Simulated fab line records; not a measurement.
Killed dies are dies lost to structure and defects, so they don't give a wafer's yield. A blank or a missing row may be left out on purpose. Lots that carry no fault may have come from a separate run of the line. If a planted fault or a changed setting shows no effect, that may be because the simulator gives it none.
The tool behind it: which one?    flow nandHarc    24 lots with 72 wafers sampled at 6 steps, on a route of 1302 steps

## WHAT THE GAUGES SHOWED, per wafer
No reading from a measuring or inspecting step in the record can be judged against a usual standard deviation.

## WHAT TOOL EACH LOT RAN ON (gives the tool, then ch and the chambers of the sampled wafers, and finally the start)
lot   NHARC_A_STAIRCASE_TRIM_229         NHARC_A_STAIRCASE_TRIM_231                    NHARC_A_STAIRCASE_TRIM_235                    NHARC_A_STAIRCASE_HM_DEP_456  NHARC_A_STAIRCASE_ETCH_273                    NHARC_A_STAIRCASE_HM_DEP_462
L076  rieDiel-07 ch 2,3, day 16 09:10    rieDiel-07 ch 0,1,2, day 16 14:49 or earlier  rieDiel-07 ch 0,1,3, day 16 14:49 or earlier  aclDep-03 ch 0, day 16 14:49  rieDiel-05 ch 0,2, day 17 06:16 or earlier    aclDep-01 ch 0, day 17 06:16
L075  rieDiel-05 ch 1,2,3, day 16 09:21  rieDiel-05 ch 0,2,3, day 16 15:00 or earlier  rieDiel-05 ch 1,2,3, day 16 15:00 or earlier  aclDep-02 ch 0, day 16 15:00  rieDiel-07 ch 0,1,3, day 17 08:50 or earlier  aclDep-03 ch 0, day 17 08:50
L074  rieDiel-07 ch 0,1,3, day 16 14:44  rieDiel-07 ch 0,2,3, day 16 22:32 or earlier  rieDiel-07 ch 1,2,3, day 16 22:32 or earlier  aclDep-01 ch 0, day 16 22:32  rieDiel-07 ch 0,1,3, day 17 11:46 or earlier  aclDep-01 ch 0, day 17 11:46
L078  rieDiel-07 ch 2,3, day 17 20:19    rieDiel-07 ch 0,2,3, day 18 00:56 or earlier  rieDiel-07 ch 0,2, day 18 00:56 or earlier    aclDep-02 ch 0, day 18 00:56  rieDiel-07 ch 0,2,3, day 18 14:35 or earlier  aclDep-03 ch 0, day 18 14:35
L077  rieDiel-13 ch 0,2,3, day 18 02:17  rieDiel-13 ch 2,3, day 18 07:02 or earlier    rieDiel-13 ch 0,3, day 18 07:02 or earlier    aclDep-02 ch 0, day 18 07:02  rieDiel-05 ch 2,3, day 18 21:12 or earlier    aclDep-03 ch 0, day 18 21:12
L080  rieDiel-13 ch 1,2,3, day 18 07:53  rieDiel-13 ch 0,1, day 18 12:04 or earlier    rieDiel-13 ch 0,1,2, day 18 12:04 or earlier  aclDep-03 ch 0, day 18 12:04  rieDiel-05 ch 0,1, day 19 00:33 or earlier    aclDep-01 ch 0, day 19 00:33
L079  rieDiel-07 ch 1,2, day 18 08:59    rieDiel-07 ch 0,3, day 18 15:38 or earlier    rieDiel-07 ch 0,2, day 18 15:38 or earlier    aclDep-02 ch 0, day 18 15:38  rieDiel-07 ch 0,2, day 19 04:13 or earlier    aclDep-03 ch 0, day 19 04:13
L081  rieDiel-07 ch 0,3, day 19 09:28    rieDiel-07 ch 0,2,3, day 19 15:11 or earlier  rieDiel-07 ch 0,2, day 19 15:11 or earlier    aclDep-01 ch 0, day 19 15:11  rieDiel-05 ch 0,2,3, day 20 03:34 or earlier  aclDep-02 ch 0, day 20 03:34
L082  rieDiel-05 ch 0,2,3, day 19 18:14  rieDiel-05 ch 0,1,3, day 20 00:47 or earlier  rieDiel-05 ch 0,3, day 20 00:47 or earlier    aclDep-02 ch 0, day 20 00:47  rieDiel-05 ch 1,2,3, day 20 14:03 or earlier  aclDep-01 ch 0, day 20 14:03
L083  rieDiel-13 ch 0,1,3, day 19 18:16  rieDiel-13 ch 0,2,3, day 20 01:19 or earlier  rieDiel-13 ch 0,1,2, day 20 01:19 or earlier  aclDep-01 ch 0, day 20 01:19  rieDiel-07 ch 0,1,2, day 20 12:38 or earlier  aclDep-01 ch 0, day 20 12:38
L084  rieDiel-13 ch 0,2, day 20 11:43    rieDiel-13 ch 2,3, day 20 15:53 or earlier    rieDiel-13 ch 0,1,3, day 20 15:53 or earlier  aclDep-02 ch 0, day 20 15:53  rieDiel-05 ch 0,1,3, day 21 05:33 or earlier  aclDep-02 ch 0, day 21 05:33
L085  rieDiel-07 ch 0,1,2, day 20 12:20  rieDiel-07 ch 0,3, day 20 17:44 or earlier    rieDiel-07 ch 2,3, day 20 17:44 or earlier    aclDep-02 ch 0, day 20 17:44  rieDiel-13 ch 0,1,3, day 21 10:13 or earlier  aclDep-01 ch 0, day 21 10:13
L086  rieDiel-05 ch 1,3, day 21 04:41    rieDiel-05 ch 0,1,3, day 21 15:35 or earlier  rieDiel-05 ch 0,1,2, day 21 15:35 or earlier  aclDep-01 ch 0, day 21 15:35  rieDiel-07 ch 0,2,3, day 22 05:38 or earlier  aclDep-03 ch 0, day 22 05:38
L088  rieDiel-13 ch 0,1,2, day 21 18:27  rieDiel-13 ch 0,1,2, day 22 00:40 or earlier  rieDiel-13 ch 0,1,2, day 22 00:40 or earlier  aclDep-03 ch 0, day 22 00:40  rieDiel-07 ch 0,1,3, day 22 13:32 or earlier  aclDep-01 ch 0, day 22 13:32
L089  rieDiel-07 ch 0,2,3, day 21 22:09  rieDiel-07 ch 0,1,3, day 22 02:05 or earlier  rieDiel-07 ch 0,2,3, day 22 02:05 or earlier  aclDep-02 ch 0, day 22 02:05  rieDiel-13 ch 0,1,3, day 22 14:14 or earlier  aclDep-03 ch 0, day 22 14:14
L087  rieDiel-07 ch 0,2,3, day 21 23:52  rieDiel-07 ch 0,3, day 22 04:07 or earlier    rieDiel-07 ch 0,1,2, day 22 04:07 or earlier  aclDep-01 ch 0, day 22 04:07  rieDiel-07 ch 1,3, day 22 16:08 or earlier    aclDep-03 ch 0, day 22 16:08
L091  rieDiel-13 ch 2,3, day 22 10:55    rieDiel-13 ch 0,2, day 22 14:39 or earlier    rieDiel-13 ch 0,2,3, day 22 14:39 or earlier  aclDep-02 ch 0, day 22 14:39  rieDiel-07 ch 0,1,3, day 23 08:39 or earlier  aclDep-02 ch 0, day 23 08:39
L090  rieDiel-05 ch 0,2,3, day 22 14:08  rieDiel-05 ch 1,2,3, day 22 20:40 or earlier  rieDiel-05 ch 0,2,3, day 22 20:40 or earlier  aclDep-03 ch 0, day 22 20:40  rieDiel-07 ch 0,1,3, day 23 11:07 or earlier  aclDep-01 ch 0, day 23 11:07
L092  rieDiel-05 ch 0,1, day 23 12:40    rieDiel-05 ch 0,1,3, day 23 17:28 or earlier  rieDiel-05 ch 0,2, day 23 17:28 or earlier    aclDep-02 ch 0, day 23 17:28  rieDiel-05 ch 1,3, day 24 05:11 or earlier    aclDep-03 ch 0, day 24 05:11
L093  rieDiel-13 ch 0,2,3, day 23 15:08  rieDiel-13 ch 0,1,3, day 23 18:59 or earlier  rieDiel-13 ch 0,1,2, day 23 18:59 or earlier  aclDep-02 ch 0, day 23 18:59  rieDiel-13 ch 1,2,3, day 24 09:59 or earlier  aclDep-03 ch 0, day 24 09:59
L094  rieDiel-13 ch 0,2,3, day 24 15:21  rieDiel-13 ch 0,1,3, day 24 18:51 or earlier  rieDiel-13 ch 0,1,3, day 24 18:51 or earlier  aclDep-01 ch 0, day 24 18:51  rieDiel-07 ch 1,2,3, day 25 11:10 or earlier  aclDep-02 ch 0, day 25 11:10
L096  rieDiel-07 ch 0,3, day 25 02:02    rieDiel-07 ch 0,2,3, day 25 08:58 or earlier  rieDiel-07 ch 0,1,2, day 25 08:58 or earlier  aclDep-01 ch 0, day 25 08:58  rieDiel-13 ch 1,2,3, day 25 21:56 or earlier  aclDep-01 ch 0, day 25 21:56
L095  rieDiel-07 ch 1,2, day 25 08:50    rieDiel-07 ch 0,1,3, day 25 13:19 or earlier  rieDiel-07 ch 0,1,2, day 25 13:19 or earlier  aclDep-02 ch 0, day 25 13:19  rieDiel-13 ch 0,1, day 26 01:38 or earlier    aclDep-01 ch 0, day 26 01:38
L097  rieDiel-05 ch 1,3, day 26 00:12    rieDiel-05 ch 1,3, day 26 04:49 or earlier    rieDiel-05 ch 0,1,3, day 26 04:49 or earlier  aclDep-02 ch 0, day 26 04:49  rieDiel-07 ch 1,3, day 26 21:09 or earlier    aclDep-01 ch 0, day 26 21:09
- NHARC_A_STAIRCASE_TRIM_229: chemistry O2, time 211.2 s.
- NHARC_A_STAIRCASE_TRIM_231: chemistry O2, time 211.2 s.
- NHARC_A_STAIRCASE_TRIM_235: chemistry O2, time 211.2 s.
- NHARC_A_STAIRCASE_HM_DEP_456: deposits aC, target thk 3100 nm.
- NHARC_A_STAIRCASE_ETCH_273: etches the open film in C4F8/O2/Ar, target depth 10200 nm, time 2468.6 s.
- NHARC_A_STAIRCASE_HM_DEP_462: deposits aC, target thk 800 nm.

## WHAT THE TOOLS THEMSELVES READ (means of the sampled wafers that have a number; where no wafer has one, the mark that the record gives instead)
NHARC_A_STAIRCASE_TRIM_229. Usual: drypumpMotorCurrentA 6.0 A, standard deviation 0.34; o2FlowSccm 499.9 sccm, standard deviation 1.6; oesProductAu 1.001 a.u., standard deviation 0.0078; rfVppV 57.7 V, standard deviation 0.94; showerheadPlenumPTorr 3.54 Torr, standard deviation 0.17; throttleValvePct 17.035 %, standard deviation 0.0095.
lot   tool        drypumpMotorCurrentA (A)  o2FlowSccm (sccm)  oesProductAu (a.u.)  rfVppV (V)  showerheadPlenumPTorr (Torr)  throttleValvePct (%)  flag
L076  rieDiel-07  6.1                       500.6              0.995                57.6        3.65                          17.034                
L075  rieDiel-05  5.4                       499.4              1.000                57.7        3.62                          17.037                
L074  rieDiel-07  6.0                       500.7              0.999                57.0        3.45                          17.029                
L078  rieDiel-07  6.1                       500.0              0.997                57.9        3.64                          17.033                
L077  rieDiel-13  6.3                       500.8              1.003                57.4        3.50                          17.028                
L080  rieDiel-13  6.3                       500.0              1.003                57.8        3.60                          17.031                
L079  rieDiel-07  5.8                       500.3              1.007                58.8        3.43                          17.037                
L081  rieDiel-07  6.1                       499.7              1.002                57.4        3.41                          17.035                
L082  rieDiel-05  5.7                       498.4              1.000                58.1        3.59                          17.029                
L083  rieDiel-13  6.3                       500.2              1.007                57.5        3.45                          17.039                
L084  rieDiel-13  6.4                       500.2              0.993                58.0        3.50                          17.033                
L085  rieDiel-07  5.9                       499.4              1.005                56.9        3.35                          17.034                
L086  rieDiel-05  5.5                       500.7              1.005                58.0        3.62                          17.038                
L088  rieDiel-13  6.4                       498.5              1.002                57.7        3.59                          17.025                
L089  rieDiel-07  6.1                       500.0              1.001                57.8        3.66                          17.044                
L087  rieDiel-07  6.1                       500.0              0.997                57.8        3.66                          17.031                
L091  rieDiel-13  6.2                       501.3              0.996                57.0        3.63                          17.042                
L090  rieDiel-05  5.7                       499.9              1.001                58.1        3.57                          17.030                
L092  rieDiel-05  5.7                       500.2              1.011                58.0        3.67                          17.037                
L093  rieDiel-13  6.3                       500.9              0.998                56.7        3.48                          17.043                
L094  rieDiel-13  6.3                       502.2              1.004                58.0        3.47                          17.037                
L096  rieDiel-07  6.1                       500.0              0.998                58.4        3.72                          17.035                
L095  rieDiel-07  5.8                       499.4              0.997                56.8        3.35                          17.033                
L097  rieDiel-05  5.5                       499.8              0.989                57.7        3.60                          17.033                

NHARC_A_STAIRCASE_TRIM_231. Usual: drypumpMotorCurrentA 6.0 A, standard deviation 0.33; o2FlowSccm 500.1 sccm, standard deviation 1.4; oesProductAu 1.003 a.u., standard deviation 0.0074; rfVppV 57.8 V, standard deviation 0.89; showerheadPlenumPTorr 3.54 Torr, standard deviation 0.18; throttleValvePct 17.038 %, standard deviation 0.0096.
lot   tool        drypumpMotorCurrentA (A)  o2FlowSccm (sccm)  oesProductAu (a.u.)  rfVppV (V)  showerheadPlenumPTorr (Torr)  throttleValvePct (%)  flag
L076  rieDiel-07  5.9                       498.9              1.008                56.9        3.37                          17.038                
L075  rieDiel-05  5.7                       499.3              1.002                57.1        3.60                          17.034                
L074  rieDiel-07  6.1                       499.5              1.003                57.2        3.50                          17.042                
L078  rieDiel-07  6.1                       499.0              1.000                57.1        3.49                          17.039                
L077  rieDiel-13  6.2                       498.6              1.004                58.7        3.65                          17.041                
L080  rieDiel-13  6.5                       501.2              1.001                57.6        3.46                          17.031                
L079  rieDiel-07  6.1                       500.0              0.992                58.4        3.57                          17.033                
L081  rieDiel-07  6.0                       501.1              1.008                57.9        3.48                          17.038                
L082  rieDiel-05  5.7                       499.9              1.003                58.0        3.61                          17.051                
L083  rieDiel-13  6.3                       500.8              0.999                57.5        3.50                          17.043                
L084  rieDiel-13  6.2                       499.1              0.999                57.4        3.49                          17.035                
L085  rieDiel-07  6.1                       498.5              1.002                56.9        3.41                          17.032                
L086  rieDiel-05  5.7                       501.4              1.003                58.2        3.60                          17.030                
L088  rieDiel-13  6.4                       500.3              1.002                58.0        3.59                          17.033                
L089  rieDiel-07  6.0                       498.5              1.001                58.7        3.61                          17.046                
L087  rieDiel-07  6.1                       499.6              0.998                58.5        3.74                          17.032                
L091  rieDiel-13  6.4                       501.6              0.996                58.0        3.63                          17.042                
L090  rieDiel-05  5.4                       499.9              1.007                57.9        3.59                          17.040                
L092  rieDiel-05  5.7                       500.8              1.012                57.2        3.59                          17.030                
L093  rieDiel-13  6.3                       500.8              1.002                57.6        3.43                          17.037                
L094  rieDiel-13  6.3                       500.8              1.004                57.7        3.43                          17.041                
L096  rieDiel-07  6.0                       499.6              1.002                58.3        3.65                          17.041                
L095  rieDiel-07  6.0                       499.9              0.994                57.8        3.59                          17.051                
L097  rieDiel-05  5.5                       501.8              0.999                58.3        3.60                          17.029                

NHARC_A_STAIRCASE_TRIM_235. Usual: drypumpMotorCurrentA 6.0 A, standard deviation 0.33; o2FlowSccm 500.2 sccm, standard deviation 1.5; oesProductAu 1.001 a.u., standard deviation 0.0081; rfVppV 57.8 V, standard deviation 0.88; showerheadPlenumPTorr 3.54 Torr, standard deviation 0.18; throttleValvePct 17.037 %, standard deviation 0.01.
lot   tool        drypumpMotorCurrentA (A)  o2FlowSccm (sccm)  oesProductAu (a.u.)  rfVppV (V)  showerheadPlenumPTorr (Torr)  throttleValvePct (%)  flag
L076  rieDiel-07  6.0                       501.7              0.985                57.9        3.45                          17.029                
L075  rieDiel-05  5.4                       501.4              1.006                58.7        3.62                          17.029                
L074  rieDiel-07  5.9                       500.1              0.993                57.1        3.52                          17.041                
L078  rieDiel-07  6.0                       500.4              1.013                57.0        3.41                          17.041                
L077  rieDiel-13  6.2                       500.5              1.005                58.9        3.35                          17.032                
L080  rieDiel-13  6.4                       500.6              0.993                57.5        3.61                          17.042                
L079  rieDiel-07  6.0                       500.0              1.009                57.2        3.41                          17.037                
L081  rieDiel-07  6.0                       499.6              1.005                58.1        3.40                          17.036                
L082  rieDiel-05  6.0                       501.6              1.000                57.2        3.59                          17.034                
L083  rieDiel-13  6.4                       500.5              0.997                58.2        3.60                          17.042                
L084  rieDiel-13  6.3                       499.7              1.003                56.7        3.45                          17.047                
L085  rieDiel-07  6.1                       499.1              1.001                57.6        3.55                          17.045                
L086  rieDiel-05  5.7                       499.5              1.007                58.5        3.66                          17.041                
L088  rieDiel-13  6.4                       499.7              0.996                58.2        3.59                          17.030                
L089  rieDiel-07  6.1                       501.0              0.998                58.0        3.66                          17.037                
L087  rieDiel-07  5.9                       500.5              1.005                58.2        3.53                          17.036                
L091  rieDiel-13  6.2                       499.1              0.997                57.2        3.48                          17.048                
L090  rieDiel-05  5.7                       499.3              0.998                58.2        3.57                          17.045                
L092  rieDiel-05  5.9                       499.3              1.005                58.0        3.63                          17.040                
L093  rieDiel-13  6.4                       499.2              1.007                58.0        3.58                          17.031                
L094  rieDiel-13  6.3                       501.3              1.004                57.1        3.43                          17.028                
L096  rieDiel-07  5.9                       499.5              1.004                57.8        3.52                          17.045                
L095  rieDiel-07  5.9                       499.3              1.001                58.1        3.51                          17.032                
L097  rieDiel-05  5.7                       501.2              0.998                58.2        3.58                          17.037                

NHARC_A_STAIRCASE_HM_DEP_456. Usual: throttleValvePct at 35.001 %, with a standard deviation of 0.0092.
lot   tool       throttleValvePct (%)  flag
L076  aclDep-03  35.001                
L075  aclDep-02  34.999                
L074  aclDep-01  34.991                
L078  aclDep-02  34.998                
L077  aclDep-02  35.006                
L080  aclDep-03  35.005                
L079  aclDep-02  34.998                
L081  aclDep-01  34.994                
L082  aclDep-02  35.006                
L083  aclDep-01  34.995                
L084  aclDep-02  35.001                
L085  aclDep-02  35.001                
L086  aclDep-01  35.010                
L088  aclDep-03  35.011                
L089  aclDep-02  35.000                
L087  aclDep-01  34.995                
L091  aclDep-02  35.010                
L090  aclDep-03  35.006                
L092  aclDep-02  34.997                
L093  aclDep-02  35.006                
L094  aclDep-01  34.999                
L096  aclDep-01  34.998                
L095  aclDep-02  35.004                
L097  aclDep-02  35.000                

NHARC_A_STAIRCASE_ETCH_273. Usual: oesProductAu 0.935 a.u., standard deviation 0.0098; rfVppV 1829 V, standard deviation 13.
lot   tool        oesProductAu (a.u.)  rfVppV (V)  flag
L076  rieDiel-05  0.944                1837        
L075  rieDiel-07  0.930                1821        
L074  rieDiel-07  0.928                1821        
L078  rieDiel-07  0.935                1823        
L077  rieDiel-05  0.945                1830        
L080  rieDiel-05  0.937                1840        
L079  rieDiel-07  0.942                1818        
L081  rieDiel-05  0.936                1832        
L082  rieDiel-05  0.941                1832        
L083  rieDiel-07  0.932                1814        
L084  rieDiel-05  0.940                1833        
L085  rieDiel-13  0.931                1821        
L086  rieDiel-07  0.934                1836        
L088  rieDiel-07  0.929                1833        
L089  rieDiel-13  0.935                1820        
L087  rieDiel-07  0.926                1821        
L091  rieDiel-07  0.926                1832        
L090  rieDiel-07  0.937                1832        
L092  rieDiel-05  0.938                1828        
L093  rieDiel-13  0.928                1830        
L094  rieDiel-07  0.930                1824        
L096  rieDiel-13  0.944                1830        
L095  rieDiel-13  0.928                1819        
L097  rieDiel-07  0.925                1829        

NHARC_A_STAIRCASE_HM_DEP_462. Usual: throttleValvePct at 34.999 %, with a standard deviation of 0.01.
lot   tool       throttleValvePct (%)  flag
L076  aclDep-01  34.989                
L075  aclDep-03  35.001                
L074  aclDep-01  34.999                
L078  aclDep-03  35.005                
L077  aclDep-03  35.007                
L080  aclDep-01  34.996                
L079  aclDep-03  34.997                
L081  aclDep-02  35.006                
L082  aclDep-01  35.003                
L083  aclDep-01  34.992                
L084  aclDep-02  34.999                
L085  aclDep-01  35.000                
L086  aclDep-03  35.002                
L088  aclDep-01  35.004                
L089  aclDep-03  35.003                
L087  aclDep-03  34.995                
L091  aclDep-02  35.005                
L090  aclDep-01  34.998                
L092  aclDep-03  35.002                
L093  aclDep-03  34.994                
L094  aclDep-02  35.001                
L096  aclDep-01  34.997                
L095  aclDep-01  34.997                
L097  aclDep-01  35.005                

## THE ANSWER, worked out from the rows above alone
Rule: a lot counts as off when the mean over its wafers that have a number is more than 3 standard deviations away from the usual mean. A lot without any number at a reading at which 4 lots or more have one is off too. Where the step has rows for the other lots, those lots are counted as sound. Order of review: gauges by route order, followed by the tools' own readings, for which a lot's mean as printed above is used. The first step at which some lot is off is used, and at that step the reading that is off furthest; a lot without a number counts as furthest.
None of the lots is off at any reading shown; this tells nothing.

## WHAT THE SIMULATOR PUT IN
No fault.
